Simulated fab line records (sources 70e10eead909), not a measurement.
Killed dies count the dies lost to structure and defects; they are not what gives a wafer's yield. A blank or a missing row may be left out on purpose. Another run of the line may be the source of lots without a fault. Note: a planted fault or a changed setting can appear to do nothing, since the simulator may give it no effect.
fab line records	flow nandHarc
record lots=6	wafers=18	lastDay=33
route steps=1302 shown P_M1@313 P_M2@318
lots that met no fault: from a run of the same line without faults
startH: start of the lot's first displayed wafer, in hours after the record's first day	waitH: hours from the lot's prior step to this one	" unchanged from the row above	L1.1+2: several wafers, shown together as one row	- no value, or no start given	* or withheld: withheld	< > ~ a bound
route shown NAME@n: a module of which the file shows steps, and the number in the route of the first	usual: the fault-free wafers' mean and standard deviation	same: alike in all rows	chamber/n: place in a boat	sites: the reading at each site	_std_site: the standard deviation of these	_edge_site: outer sites' mean less inner sites'	radiusMm: for every site, how far away it sits from the centre of the wafer	mask NAME#n: copy n	behind: tool/chamber where the wafer was last shaped	hold: reason for holding the lot/hours on hold/outcome of the hold	device: the n, p or np transistor that did not switch	end of line: tests run on the same wafers once the route is complete	for a step that has no rows: nothing shown but its recipe	killed: at the first sort, the dies lost to defects and structure; wafer yield is something else	map: a wafer's dies, x killed, . not, _ none there
set.NAME: the setting the step ran with; set.NAME@STEP: the setting that earlier step ran with	model.NAME: the simulator's own value behind a step, which no gauge read
certain route steps with their lots: each step a table, each wafer a row
services: when a tool's chamber went out of use (startH, in hours from the record's first day, below 0 if earlier), for how many hours, and the reason
## steps
# step NHARC_P_M1_SRD_25
# step NHARC_P_M1_INSPECT_27
# usual rawDefectCount=296/93
lot.wafer	tool	chamber	startH	waitH	rawDefectCount
L224.2	defectInspect-02	-	128.95	0.0	331
L224.4	"	-	"	"	586
L224.6	"	-	"	"	270
L232.1	defectInspect-01	-	209.19	0.0	352
L232.3	"	-	"	"	364
L232.4	"	-	"	"	254
L238.2	defectInspect-01	-	270.86	0.0	514
L238.3	"	-	"	"	324
L238.6	"	-	"	"	420
L239.1	defectInspect-01	-	276.38	0.0	268
L239.3	"	-	"	"	399
L239.6	"	-	"	"	407
L242.4	defectInspect-01	-	305.65	0.0	300
L242.5	"	-	"	"	406
L242.6	"	-	"	"	259
L247.1	defectInspect-01	-	354.98	0.0	263
L247.3	"	-	"	"	245
L247.5	"	-	"	"	235
# step NHARC_P_M1_PRE_CLEAN_32
# recipe timeS=12	tempC=370	rfPowerW=300	gas=NH3
# usual heaterPowerW=634/61	rfFwdPowerW=292.6/0.96
lot.wafer	tool	chamber	startH	waitH	heaterPowerW	rfFwdPowerW
L224.2	pecvd-01	1	129.05	0.1	685	292.8
L224.4	"	2	"	"	575	292.0
L224.6	"	1	"	"	693	292.5
L232.1	pecvd-02	2	209.25	0.1	652	294.1
L232.3	"	1	"	"	563	292.8
L232.4	"	2	"	"	648	292.2
L238.2	pecvd-01	0	270.93	0.1	628	293.7
L238.3	"	2	"	"	550	292.4
L238.6	"	1	"	"	650	292.5
L239.3	pecvd-02	0	276.45	0.1	651	292.7
L239.1	"	2	"	"	650	291.8
L239.6	"	2	"	"	638	293.2
L242.5	pecvd-04	2	305.75	0.1	738	291.5
L242.6	"	0	"	"	734	292.8
L242.4	"	1	"	"	592	292.8
L247.3	pecvd-02	1	355.05	0.1	544	293.0
L247.1	"	0	"	"	703	292.5
L247.5	"	1	"	"	533	291.5
# step NHARC_P_M1_DEP_33
# recipe targetThkA=300	tempC=370	targetThkNm=30	pressureTorr=3	flowSccm=200	rfW=450	material=SiCN
# usual heaterPowerW=578/68	rfFwdPowerW=449.3/1.3	showerheadVppV=1333/54
lot.wafer	tool	chamber	startH	waitH	heaterPowerW	rfFwdPowerW	showerheadVppV
L224.2	pecvd-01	1	129.19	0.1	587	448.3	1276
L224.4	"	2	"	"	474	448.6	1369
L224.6	"	1	"	"	583	446.6	1292
L232.1	pecvd-02	2	209.33	0.1	541	450.9	1273
L232.3	"	1	"	"	515	449.3	1419
L232.4	"	2	"	"	551	449.7	1283
L238.2	pecvd-01	0	271.01	0.1	597	450.7	1270
L238.3	"	2	"	"	441	448.0	1371
L238.6	"	1	"	"	508	449.5	1289
L239.3	pecvd-02	0	276.52	0.1	589	448.3	1345
L239.1	"	2	"	"	602	449.8	1267
L239.6	"	2	"	"	601	448.8	1294
L242.5	pecvd-04	2	305.92	0.2	667	446.6	1382
L242.6	"	0	"	"	635	448.1	1286
L242.4	"	1	"	"	539	450.0	1348
L247.3	pecvd-02	1	355.13	0.1	530	449.3	1399
L247.1	"	0	"	"	653	450.3	1355
L247.5	"	1	"	"	518	448.6	1388
# step NHARC_P_M2_DEP_00
# recipe targetThkA=1825	targetThkNm=182.5	tempC=withheld	pressureTorr=5	flowSccm=200	rfW=600	material=SiOC
# step NHARC_P_M2_DEHYDRATE_01
# recipe tempC=150	timeS=120
# step NHARC_P_M2_HMDS_02
# recipe timeS=30
# step NHARC_P_M2_COAT_34
# recipe tempC=200	timeS=65
# step NHARC_P_M2_COAT_03
# recipe spinRpm=1500	resistThkNm=90
# step NHARC_P_M2_SOFTBAKE_04
# recipe tempC=105	timeS=55
# step NHARC_P_M2_EBR_05
# step NHARC_P_M2_EXPOSE_06
# recipe na=1.35	targetCdNm=170	doseMj=80.78	maskId=P_M2
# usual exposureDoseMJCm2=80.64/0.1	reticleTempC=23.00/0.12
lot.wafer	tool	chamber	startH	waitH	mask	exposureDoseMJCm2	reticleTempC
L224.2	arfiScanner-02	0	130.09	-	P_M2#0	80.79	22.94
L224.4	"	0	"	"	P_M2#0	80.82	23.00
L224.6	"	0	"	"	P_M2#0	80.81	22.80
L232.1	arfiScanner-03	0	210.44	-	P_M2#0	80.78	23.15
L232.3	"	0	"	"	P_M2#0	80.81	23.27
L232.4	"	0	"	"	P_M2#0	80.77	23.18
L238.2	arfiScanner-01	0	272.67	-	P_M2#0	80.63	22.98
L238.3	"	0	"	"	P_M2#0	80.70	22.92
L238.6	"	0	"	"	P_M2#0	80.71	22.92
L239.1	arfiScanner-01	0	277.49	-	P_M2#0	50.22	22.95
L239.3	"	0	"	"	P_M2#0	50.29	22.98
L239.6	"	0	"	"	P_M2#0	50.31	23.01
L242.4	arfiScanner-01	0	306.91	-	P_M2#0	56.50	23.08
L242.5	"	0	"	"	P_M2#0	56.34	23.04
L242.6	"	0	"	"	P_M2#0	56.37	22.87
L247.1	arfiScanner-02	0	356.11	-	P_M2#0	80.60	23.04
L247.3	"	0	"	"	P_M2#0	80.48	23.12
L247.5	"	0	"	"	P_M2#0	80.63	22.94
# step NHARC_P_M2_PEB_07
# recipe pebTempC=100	pebTimeS=65
# step NHARC_P_M2_DEVELOP_08
# recipe developTimeS=35	devTempC=23
# step NHARC_P_M2_CD_MEAS_09
# recipe targetCdNm=170	landingEnergyEv=500
# usual cdNm=169.6/0.5
lot.wafer	tool	chamber	startH	waitH	cdNm
L224.2	cdSem-01	0	130.22	-	169.7
L224.4	"	0	"	"	169.9
L224.6	"	0	"	"	170.5
L232.1	cdSem-02	0	210.59	-	170.6
L232.3	"	0	"	"	169.8
L232.4	"	0	"	"	169.4
L238.2	cdSem-01	0	272.80	-	169.9
L238.3	"	0	"	"	169.7
L238.6	"	0	"	"	170.7
L239.1	cdSem-01	0	277.63	-	141.9
L239.3	"	0	"	"	141.4
L239.6	"	0	"	"	142.4
L242.4	cdSem-03	0	307.05	-	147.9
L242.5	"	0	"	"	148.6
L242.6	"	0	"	"	148.5
L247.1	cdSem-01	0	356.25	-	169.5
L247.3	"	0	"	"	169.5
L247.5	"	0	"	"	170.0
# step NHARC_P_M2_OVL_MEAS_10
# recipe pitchNm=340
# usual overlayXNm=0.0/0.65	overlayYNm=0.2/0.79
lot.wafer	tool	chamber	startH	waitH	overlayXNm	overlayYNm
L224.2	overlay-01	-	130.31	-	-0.2	-1.5
L224.4	"	-	"	"	-0.3	-1.3
L224.6	"	-	"	"	-0.5	-2.1
L232.1	overlay-02	-	210.68	-	-0.6	-0.1
L232.3	"	-	"	"	0.0	0.1
L232.4	"	-	"	"	-0.2	0.0
L238.2	overlay-01	-	272.89	-	-0.3	0.7
L238.3	"	-	"	"	-0.5	0.2
L238.6	"	-	"	"	-0.4	0.4
L239.1	overlay-02	-	277.71	-	-1.0	0.1
L239.3	"	-	"	"	-0.4	0.1
L239.6	"	-	"	"	-0.6	0.5
L242.4	overlay-02	-	307.13	-	1.0	0.8
L242.5	"	-	"	"	0.9	1.2
L242.6	"	-	"	"	1.0	1.1
L247.1	overlay-02	-	356.34	-	-0.5	-0.1
L247.3	"	-	"	"	-0.6	0.2
L247.5	"	-	"	"	-0.7	-0.2
# step NHARC_P_M2_INSPECT_11
# usual rawDefectCount=5/3.2
lot.wafer	tool	chamber	startH	waitH	rawDefectCount
L224.2	defectInspect-01	-	130.35	0.0	3
L224.4	"	-	"	"	4
L224.6	"	-	"	"	0
L232.1	defectInspect-01	-	210.71	0.0	13
L232.3	"	-	"	"	7
L232.4	"	-	"	"	6
L238.2	defectInspect-01	-	272.93	0.0	10
L238.3	"	-	"	"	9
L238.6	"	-	"	"	10
L239.1	defectInspect-02	-	277.75	0.0	9
L239.3	"	-	"	"	3
L239.6	"	-	"	"	3
L242.4	defectInspect-01	-	307.16	0.0	3
L242.5	"	-	"	"	6
L242.6	"	-	"	"	3
L247.1	defectInspect-01	-	356.38	0.0	3
L247.3	"	-	"	"	8
L247.5	"	-	"	"	4
# step NHARC_P_M2_DESCUM_14
# recipe timeS=3	o2FlowSccm=200	arFlowSccm=0	biasPowerW=0	chemistry=O2
# usual drypumpMotorCurrentA=5.9/0.38	oesProductAu=1.001/0.0087	rfVppV=58.0/0.98	showerheadPlenumPTorr=1.95/0.1	throttleValvePct=11.311/0.0092
lot.wafer	tool	chamber	startH	waitH	drypumpMotorCurrentA	oesProductAu	rfHoursCounterH	rfVppV	showerheadPlenumPTorr	throttleValvePct	model.P_M2.cdNm
L224.2	rieDiel-10	2	130.43	0.1	4.7	0.987	3.5	58.4	2.04	11.303	169.4
L224.4	"	3	"	"	5.7	1.008	2.5	57.7	1.80	11.296	170
L224.6	"	1	"	"	5.8	1.006	-	59.5	1.96	11.297	169.9
L232.3	rieDiel-09	0	210.77	0.1	6.1	1.004	2.4	57.3	1.87	11.324	170
L232.1	"	1	"	"	6.3	1.000	2.2	59.1	1.94	11.311	169.9
L232.4	"	2	"	"	6.0	1.001	2.1	58.3	2.05	11.317	170.2
L238.2	rieDiel-09	2	273.00	0.1	6.0	0.994	6.4	58.4	2.05	11.305	169.6
L238.3	"	0	"	"	6.1	1.008	6.7	57.3	1.87	11.314	170.1
L238.6	"	2	"	"	6.0	0.983	-	59.1	2.05	11.316	170.6
L239.3	rieDiel-07	1	277.81	0.1	5.9	1.006	10.1	58.9	2.06	11.317	141.9
L239.1	"	0	"	"	6.0	0.999	10.6	58.5	1.93	11.296	141.6
L239.6	"	1	"	"	5.9	1.006	-	59.6	2.06	11.306	143.7
L242.4	rieDiel-09	2	307.24	0.1	6.0	1.004	8.3	57.5	2.05	11.322	149
L242.6	"	0	"	"	6.1	0.994	-	57.6	1.87	11.310	148.4
L242.5	"	1	"	"	6.3	1.002	-	57.8	1.94	11.319	148.3
L247.1	rieDiel-09	1	356.44	0.1	6.3	0.994	1.4	57.8	1.94	11.321	169.5
L247.3	"	2	"	"	6.0	0.998	1.5	57.7	2.05	11.306	169.8
L247.5	"	1	"	"	6.3	1.001	-	59.5	1.94	11.315	169.7
# step NHARC_P_M2_ETCH_35
# recipe targetDepthA=400	overetchA=120	timeS=43.94	ionEnergyEv=200	n2FlowSccm=150	h2FlowSccm=150	arFlowSccm=0	rfW=400	biasW=150	chemistry=N2/H2
# usual drypumpMotorCurrentA=5.9/0.37	oesProductAu=1.002/0.0087	rfFwdPowerW=395.3/2	rfVppV=431.5/3	showerheadPlenumPTorr=2.08/0.11	throttleValvePct=14.172/0.0085
lot.wafer	tool	chamber	startH	waitH	drypumpMotorCurrentA	oesProductAu	rfFwdPowerW	rfHoursCounterH	rfVppV	showerheadPlenumPTorr	throttleValvePct
L224.2	rieDiel-10	2	130.49	0.1	4.8	0.990	395.9	3.5	434.7	2.17	14.166
L224.4	"	1	"	"	5.8	0.998	392.8	3.3	430.8	2.09	14.170
L224.6	"	2	"	"	4.8	0.991	394.5	-	435.3	2.17	14.177
L232.1	rieDiel-09	3	210.86	0.1	5.9	1.004	392.0	2.5	434.0	2.20	14.169
L232.3	"	0	"	"	6.1	1.004	392.1	2.4	429.9	1.99	14.173
L232.4	"	1	"	"	6.3	1.009	397.2	2.2	431.7	2.07	14.180
L238.2	rieDiel-09	1	273.08	0.1	6.3	0.998	396.6	6.0	430.9	2.07	14.186
L238.3	"	3	"	"	5.9	1.008	393.4	6.6	435.4	2.20	14.188
L238.6	"	0	"	"	6.1	1.005	393.5	-	429.7	1.99	14.180
L239.1	rieDiel-07	2	277.91	0.1	5.5	1.021	393.8	8.6	434.4	2.19	14.172
L239.3	"	3	"	"	6.2	1.008	398.9	8.5	428.7	1.95	14.162
L239.6	"	0	"	"	6.0	0.992	394.9	-	430.6	2.06	14.172
L242.4	rieDiel-09	1	307.31	0.1	6.3	1.009	393.7	7.8	431.6	2.07	14.178
L242.6	"	0	"	"	6.1	1.009	395.1	-	428.7	1.99	14.171
L242.5	"	1	"	"	6.3	1.010	394.0	-	431.3	2.07	14.175
L247.3	rieDiel-09	0	356.53	0.1	6.1	0.980	392.8	1.3	429.7	1.99	14.163
L247.1	"	1	"	"	6.3	0.999	396.1	1.4	430.9	2.07	14.173
L247.5	"	0	"	"	6.1	0.993	393.6	-	429.9	1.99	14.163
# step NHARC_P_M2_ETCH_15
# recipe targetDepthA=1825	timeS=91.2	c4f8FlowSccm=withheld	arFlowSccm=400	rfW=600	biasW=300	chemistry=C4F8/Ar
# usual oesProductAu=0.943/0.023	rfFwdPowerW=596.1/2	rfVppV=442/3
lot.wafer	tool	chamber	startH	waitH	oesProductAu	rfFwdPowerW	rfHoursCounterH	rfVppV
L224.2	rieDiel-10	0	-	-	0.923	596.5	2.3	437
L224.4	"	3	"	"	0.930	599.0	2.5	438
L224.6	"	1	"	"	0.922	595.2	-	443
L232.3	rieDiel-09	0	-	-	0.949	596.4	2.5	440
L232.1	"	1	"	"	0.955	595.3	2.2	442
L232.4	"	2	"	"	0.968	599.6	2.1	446
L238.3	rieDiel-09	2	-	-	0.959	597.9	6.4	444
L238.2	"	3	"	"	0.974	595.4	6.6	446
L238.6	"	0	"	"	0.984	595.9	-	439
L239.1	rieDiel-07	2	-	-	0.943	596.2	8.6	444
L239.3	"	3	"	"	0.930	598.6	8.6	439
L239.6	"	2	"	"	0.937	598.4	-	445
L242.4	rieDiel-09	2	-	-	0.917	600.9	8.3	445
L242.5	"	1	"	"	0.960	598.1	-	443
L242.6	"	2	"	"	0.927	594.3	-	446
L247.3	rieDiel-09	0	-	-	0.963	594.4	1.3	439
L247.1	"	1	"	"	0.951	600.5	1.4	441
L247.5	"	0	"	"	0.963	595.9	-	439
# step NHARC_P_M2_CD_MEAS_16
# usual cdNm=169.6/0.81
lot.wafer	tool	chamber	startH	waitH	cdNm
L224.2	cdSem-02	-	130.72	-	169.5
L224.4	"	-	"	"	169.4
L224.6	"	-	"	"	169.7
L232.1	cdSem-01	-	211.08	-	170.0
L232.3	"	-	"	"	171.0
L232.4	"	-	"	"	170.3
L238.2	cdSem-01	-	273.29	-	169.6
L238.3	"	-	"	"	170.4
L238.6	"	-	"	"	171.2
L239.1	cdSem-02	-	278.11	-	141.9
L239.3	"	-	"	"	141.4
L239.6	"	-	"	"	143.8
L242.4	cdSem-01	-	307.54	-	148.7
L242.5	"	-	"	"	148.5
L242.6	"	-	"	"	149.0
L247.1	cdSem-03	-	356.74	-	168.9
L247.3	"	-	"	"	169.8
L247.5	"	-	"	"	170.0
# step NHARC_P_M2_STRIP_18
# recipe powerW=1000	n2FlowSccm=150	h2FlowSccm=150	arFlowSccm=0	biasW=0	chemistry=N2/H2
# usual drypumpMotorCurrentA=5.9/0.36	oesProductAu=1.001/0.0098	rfFwdPowerW=998/3.4	rfVppV=90.8/0.94	showerheadPlenumPTorr=2.07/0.11	throttleValvePct=14.171/0.0096
lot.wafer	tool	chamber	startH	waitH	drypumpMotorCurrentA	oesProductAu	rfFwdPowerW	rfHoursCounterH	rfVppV	showerheadPlenumPTorr	throttleValvePct
L224.2	rieDiel-07	2	130.81	0.1	5.5	1.016	1000	0.1	89.9	2.19	14.146
L224.4	"	0	"	"	6.0	1.009	1003	0.1	91.3	2.06	14.172
L224.6	"	1	"	"	6.0	1.006	994	-	91.1	2.20	14.176
L232.4	rieDiel-07	0	211.15	0.1	6.0	0.996	1000	6.1	89.5	2.06	14.169
L232.1	"	2	"	"	5.5	1.001	1000	4.5	91.4	2.19	14.163
L232.3	"	3	"	"	6.2	1.000	999	4.8	90.5	1.95	14.188
L238.2	rieDiel-07	0	273.39	0.1	6.1	0.998	1000	9.9	92.1	2.06	14.180
L238.3	"	1	"	"	5.9	1.002	996	9.0	91.7	2.20	14.176
L238.6	"	0	"	"	6.0	1.005	1003	-	90.6	2.06	14.169
L239.3	rieDiel-09	0	278.21	0.1	6.1	1.004	989	7.1	90.0	1.99	14.160
L239.1	"	2	"	"	6.0	1.001	998	7.0	93.0	2.19	14.156
L239.6	"	3	"	"	5.9	0.998	1000	-	90.2	2.20	14.174
L242.4	rieDiel-10	3	307.68	0.1	5.7	0.992	997	3.1	89.4	1.92	14.165
L242.5	"	0	"	"	5.9	0.994	1005	-	89.0	1.90	14.154
L242.6	"	1	"	"	5.8	1.006	998	-	91.8	2.08	14.163
L247.1	rieDiel-10	0	356.82	0.1	5.8	0.995	994	5.4	90.9	1.90	14.190
L247.3	"	2	"	"	4.8	0.987	1004	5.9	91.6	2.17	14.183
L247.5	"	1	"	"	5.9	1.013	999	-	91.8	2.08	14.164
# step NHARC_P_M2_ETCH_28
# recipe targetDepthA=300	overEtchFrac=0.3	timeS=72.99	ionEnergyEv=150	cf4FlowSccm=50	n2FlowSccm=100	arFlowSccm=150	rfW=300	biasW=100	chemistry=CF4/N2
# usual drypumpMotorCurrentA=5.8/0.4	oesProductAu=1.001/0.011	rfFwdPowerW=297.7/1.3	rfVppV=315.0/2.4	showerheadPlenumPTorr=2.67/0.13	throttleValvePct=19.794/0.0092
lot.wafer	tool	chamber	startH	waitH	drypumpMotorCurrentA	oesProductAu	rfFwdPowerW	rfHoursCounterH	rfVppV	showerheadPlenumPTorr	throttleValvePct	model.P_M2.cdNm
L224.4	rieDiel-07	3	-	-	6.2	0.999	298.4	0.1	312.8	2.52	19.789	170.1
L224.2	"	0	"	"	6.0	0.981	299.1	0.1	315.4	2.66	19.794	169.8
L224.6	"	3	"	"	6.2	0.991	298.1	-	312.8	2.52	19.797	171
L232.4	rieDiel-07	0	-	-	6.1	1.006	298.4	6.1	315.3	2.65	19.798	169.6
L232.1	"	1	"	"	6.0	1.002	295.8	5.3	316.8	2.82	19.787	170.3
L232.3	"	3	"	"	6.2	1.012	297.8	4.8	313.1	2.52	19.776	171.3
L238.2	rieDiel-07	1	-	-	6.0	1.003	296.3	9.0	317.1	2.82	19.794	169.3
L238.3	"	3	"	"	6.2	1.003	299.1	7.9	312.0	2.52	19.808	170.7
L238.6	"	1	"	"	5.9	1.001	297.3	-	316.9	2.82	19.788	171.4
L239.3	rieDiel-09	3	-	-	5.9	1.004	294.1	7.2	316.7	2.82	19.791	141.4
L239.1	"	0	"	"	6.1	1.002	296.8	7.2	314.8	2.57	19.788	141
L239.6	"	3	"	"	5.9	0.998	297.3	-	317.1	2.82	19.789	143.5
L242.4	rieDiel-10	1	-	-	5.8	1.014	295.3	3.7	315.5	2.68	19.800	149.7
L242.5	"	3	"	"	5.7	0.996	297.1	-	310.6	2.48	19.791	148.2
L242.6	"	0	"	"	5.8	0.997	300.4	-	311.5	2.46	19.777	149.2
L247.3	rieDiel-10	3	-	-	5.7	1.014	298.1	5.0	311.7	2.48	19.797	169.3
L247.1	"	0	"	"	5.8	1.003	299.5	5.4	310.2	2.46	19.795	169.4
L247.5	"	1	"	"	5.8	1.017	295.6	-	315.9	2.68	19.798	170.3
# step NHARC_P_M2_STRIP_19
# recipe timeS=600	tempC=30	chemistry=postEtchResidueRemover
## services
tool	chamber	startH	hours	kind
rieDiel-10	1	110.75	2.0	repair
rieDiel-07	-	117.20	9.0	pm
rieDiel-09	2	123.72	3.3	repair
pecvd-01	-	130.18	13.0	pm
arfiScanner-02	-	140.00	4.0	pm
rieDiel-09	-	143.10	9.0	pm
pecvd-04	0	157.31	11.4	repair
rieDiel-07	3	175.88	7.3	repair
rieDiel-07	1	177.03	2.2	repair
arfiScanner-02	-	214.49	0.9	repair
rieDiel-09	1	215.03	11.2	repair
pecvd-02	-	227.10	13.0	pm
pecvd-01	1	241.27	3.2	repair
rieDiel-10	-	242.50	9.0	pm
arfiScanner-01	-	253.96	4.0	pm
pecvd-02	0	254.51	4.5	repair
pecvd-02	2	262.71	12.6	repair
rieDiel-07	-	294.20	9.0	pm
pecvd-01	-	311.18	13.0	pm
rieDiel-09	-	320.10	9.0	pm
rieDiel-10	1	321.12	6.6	repair
rieDiel-07	3	334.62	1.2	repair
pecvd-02	-	343.00	5.2	repair
rieDiel-09	1	356.85	6.0	repair
## key
firstSign step=NHARC_P_M2_EXPOSE_06	reading=exposureDoseMJCm2	direction=down	sigmas=99+	usual=80.64	struck=53.34
effect step=NHARC_P_M2_CD_MEAS_09	reading=cdNm	direction=down	sigmas=49	usual=169.6	struck=145.1	through=controlLoop
effect step=NHARC_P_M2_CD_MEAS_16	reading=cdNm	direction=down	sigmas=30	usual=169.6	struck=145.6	through=controlLoop
modelEffect step=NHARC_P_M2_DESCUM_14	value=P_M2.cdNm	without=169.7	struck=145.5
modelEffect step=NHARC_P_M2_ETCH_28	value=P_M2.cdNm	without=169.7	struck=145.5
metAt NHARC_P_M2_EXPOSE_06
struckWafers L239.1,L239.3,L239.6,L242.4,L242.5,L242.6
sortLeftOut L239.1,L239.3,L239.6,L242.4,L242.5,L242.6
loopTrim step=NHARC_P_M2_EXPOSE_06	setting=dose	lots=L242
onsetBetween 272.67 277.49
fault kind=processParameterDrift	tool=arfiScanner-01	chamber=-	onsetH=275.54	steps=NHARC_P_M2_EXPOSE_06	channel=doseMj	offset=-30.323	shape=step	actsIn=theseRecipesOnly	stated=80.78
# sortLeftOut: the simulated sort isn't trusted on such a fault, so these wafers' sort isn't shown, and their yield isn't known
# loopTrim: a control loop set the setting to another value than it would have without faults
